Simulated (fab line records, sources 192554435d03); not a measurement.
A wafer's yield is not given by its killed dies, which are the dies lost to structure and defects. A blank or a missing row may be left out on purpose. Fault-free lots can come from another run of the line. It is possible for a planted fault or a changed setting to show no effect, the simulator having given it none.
Which of the tools did it?	flow n5Finfet	Sampling: 9 lots, 25 wafers, 3 of 1938 route steps

## WHAT THE GAUGES SHOWED, per wafer
N5_BEOL_M0_SAQP_CD_MEAS_14 targets a cd of 42.5 nm.
lot	measured	on	cdNm (nm)
L639	day 5 10:18	cdSem-01	42.31 42.55 42.43
L642	day 6 05:37	cdSem-03	42.87 42.74 42.73
L644	day 6 17:07	cdSem-02	39.82 42.53
L649	day 8 00:40	cdSem-01	39.88 40.06
L651	day 8 20:06	cdSem-01	42.00 42.43 42.08
L657	day 10 09:52	cdSem-02	42.35 42.50 42.61
L658	day 10 14:46	cdSem-01	42.01 42.38 42.46
L659	day 10 17:56	cdSem-01	42.43 42.66 42.66
L662	day 11 10:34	cdSem-03	42.25 42.93 43.27

## WHAT TOOL EACH LOT RAN ON (gives the tool, then ch and the chambers of the sampled wafers, and finally the start)
lot	N5_BEOL_M0_SAQP_ILD_DEP_01	N5_BEOL_M0_SAQP_EXPOSE_11
L639	pecvd-03 ch 0,2, day 5 08:37	arfiScanner-03 ch 0, day 5 10:11
L642	pecvd-03 ch 0,1, day 6 04:07	arfiScanner-01 ch 0, day 6 05:29
L644	pecvd-03 ch 0,1, day 6 15:53	arfiScanner-03 ch 0, day 6 16:59
L649	pecvd-04 ch 1, day 7 23:05	arfiScanner-03 ch 0, day 8 00:32
L651	pecvd-02 ch 0,2, day 8 18:49	arfiScanner-01 ch 0, day 8 19:59
L657	pecvd-03 ch 0,1,2, day 10 08:38	arfiScanner-03 ch 0, day 10 09:44
L658	pecvd-04 ch 0,1, day 10 13:52	arfiScanner-03 ch 0, day 10 14:38
L659	pecvd-03 ch 0,2, day 10 16:50	arfiScanner-03 ch 0, day 10 17:49
L662	pecvd-02 ch 1,2, day 11 07:59	arfiScanner-03 ch 0, day 11 10:26
- N5_BEOL_M0_SAQP_ILD_DEP_01: deposits SiOC from DEMS/O2, target thk 45.419 nm, time 8.7 s.
- N5_BEOL_M0_SAQP_EXPOSE_11: exposes mask M0 CORE, target cd 42 nm.

## THE ANSWER, worked out from the rows above alone
Rule: the usual values come from the lots themselves. The widest of any qualifying gaps counts: lots, ordered by their means at a reading, are off when they make up no more than a third of the lots, leave a main group of 4 or more, and stand apart from it by 3 or more times the standard deviation of that group's means. If all means in a main group match to the digits the tables above print for the reading, that group is not used. Also off: a lot with no number at a reading for which 4 or more lots have one. All remaining lots with rows at the step are treated as sound.
Off, at N5_BEOL_M0_SAQP_CD_MEAS_14 on cdNm: L644, L649. For the main group the mean is 42.51 nm and the standard deviation 0.22.
If a tool, at a process step before that reading, ran all the lots that are off and no sound lot after the first of them, it fits. Gauges at N5_BEOL_M0_SAQP_CD_MEAS_14: tried the same way as those tools. None of those tried fits.

## WHAT THE SIMULATOR HAD PUT IN
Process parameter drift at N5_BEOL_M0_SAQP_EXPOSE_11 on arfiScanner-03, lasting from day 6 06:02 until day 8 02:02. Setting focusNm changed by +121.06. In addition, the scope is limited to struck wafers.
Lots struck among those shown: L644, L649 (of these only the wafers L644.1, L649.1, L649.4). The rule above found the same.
